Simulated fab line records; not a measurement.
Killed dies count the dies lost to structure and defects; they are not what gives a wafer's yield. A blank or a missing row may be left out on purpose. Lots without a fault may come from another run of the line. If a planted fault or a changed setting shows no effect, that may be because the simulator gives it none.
Which tool is to blame? || flow n5 finfet || 11 lots with 30 wafers sampled at 3 steps, on a route of 1938 steps

== WHAT EACH GAUGE READ, for each wafer ==
N5_MIM_BOT_LITHO_INSPECT_12: inspects for defects (macro).
{"lot": "L144", "measured": "day 12 03:37", "on": "defect inspect-02", "raw defect count": "1 2 3"}
{"lot": "L146", "measured": "day 12 13:30", "on": "defect inspect-02", "raw defect count": "1 1 4"}
{"lot": "L148", "measured": "day 13 14:46", "on": "defect inspect-02", "raw defect count": "4 1 2"}
{"lot": "L150", "measured": "day 13 18:43", "on": "defect inspect-01", "raw defect count": "0 1 1"}
{"lot": "L151", "measured": "day 14 02:16", "on": "defect inspect-01", "raw defect count": "2 1"}
{"lot": "L153", "measured": "day 14 13:46", "on": "defect inspect-01", "raw defect count": "2 3"}
{"lot": "L154", "measured": "day 15 02:52", "on": "defect inspect-02", "raw defect count": "2 4 0"}
{"lot": "L155", "measured": "day 15 06:26", "on": "defect inspect-01", "raw defect count": "4 3 3"}
{"lot": "L158", "measured": "day 15 18:07", "on": "defect inspect-02", "raw defect count": "1 2"}
{"lot": "L164", "measured": "day 17 21:15", "on": "defect inspect-02", "raw defect count": "4 2 2"}
{"lot": "L165", "measured": "day 17 21:25", "on": "defect inspect-02", "raw defect count": "3 2 3"}

== WHAT TOOL EACH LOT RAN ON (gives the tool, then ch and the chambers of the sampled wafers, and finally the start) ==
{"lot": "L144", "N5_MIM_BOT_DEGAS_01": "pvd sputter-01, day 12 00:04", "N5_MIM_TOP_LITHO_DESCUM_10": "rie diel-01 ch 1,2,3, day 12 02:41"}
{"lot": "L146", "N5_MIM_BOT_DEGAS_01": "pvd sputter-01, day 12 09:47", "N5_MIM_TOP_LITHO_DESCUM_10": "rie diel-02 ch 0,3, day 12 12:38"}
{"lot": "L148", "N5_MIM_BOT_DEGAS_01": "pvd sputter-03, day 13 11:58", "N5_MIM_TOP_LITHO_DESCUM_10": "rie diel-02 ch 1,3, day 13 13:55"}
{"lot": "L150", "N5_MIM_BOT_DEGAS_01": "pvd sputter-02, day 13 16:34", "N5_MIM_TOP_LITHO_DESCUM_10": "rie diel-06 ch 0,3, day 13 17:53"}
{"lot": "L151", "N5_MIM_BOT_DEGAS_01": "pvd sputter-03, day 13 22:43", "N5_MIM_TOP_LITHO_DESCUM_10": "rie diel-01 ch 1,3, day 14 01:32"}
{"lot": "L153", "N5_MIM_BOT_DEGAS_01": "pvd sputter-03, day 14 08:49", "N5_MIM_TOP_LITHO_DESCUM_10": "rie diel-06 ch 1,2, day 14 12:58"}
{"lot": "L154", "N5_MIM_BOT_DEGAS_01": "pvd sputter-01, day 15 00:27", "N5_MIM_TOP_LITHO_DESCUM_10": "rie diel-02 ch 0,1, day 15 02:01"}
{"lot": "L155", "N5_MIM_BOT_DEGAS_01": "pvd sputter-02, day 15 04:19", "N5_MIM_TOP_LITHO_DESCUM_10": "rie diel-01 ch 2,3, day 15 05:36"}
{"lot": "L158", "N5_MIM_BOT_DEGAS_01": "pvd sputter-02, day 15 14:03", "N5_MIM_TOP_LITHO_DESCUM_10": "rie diel-02 ch 3, day 15 17:16"}
{"lot": "L164", "N5_MIM_BOT_DEGAS_01": "pvd sputter-02, day 17 16:40", "N5_MIM_TOP_LITHO_DESCUM_10": "rie diel-06 ch 0,1, day 17 20:20"}
{"lot": "L165", "N5_MIM_BOT_DEGAS_01": "pvd sputter-03, day 17 16:47", "N5_MIM_TOP_LITHO_DESCUM_10": "rie diel-02 ch 0,2,3, day 17 20:34"}
- N5_MIM_BOT_DEGAS_01: time 60 s.
- N5_MIM_TOP_LITHO_DESCUM_10: chemistry O2, time 7.9 s.

== THE ANSWER, worked out from the rows above alone ==
Rule: the lots themselves supply what counts as usual. The widest of any qualifying gaps counts: lots, ordered by their means at a reading, are off when they make up no more than a third of the lots, leave a main group of 4 or more, and stand apart from it by 3 or more times the standard deviation of that group's means. A main group whose means are all the same, to the digits that the tables above print for the reading, isn't used. A lot without any number at a reading at which 4 lots or more have one is off too. All remaining lots with rows at the step are treated as sound.
No lot is off at any reading shown: from this, nothing can be told.

== WHAT THE SIMULATOR PUT IN ==
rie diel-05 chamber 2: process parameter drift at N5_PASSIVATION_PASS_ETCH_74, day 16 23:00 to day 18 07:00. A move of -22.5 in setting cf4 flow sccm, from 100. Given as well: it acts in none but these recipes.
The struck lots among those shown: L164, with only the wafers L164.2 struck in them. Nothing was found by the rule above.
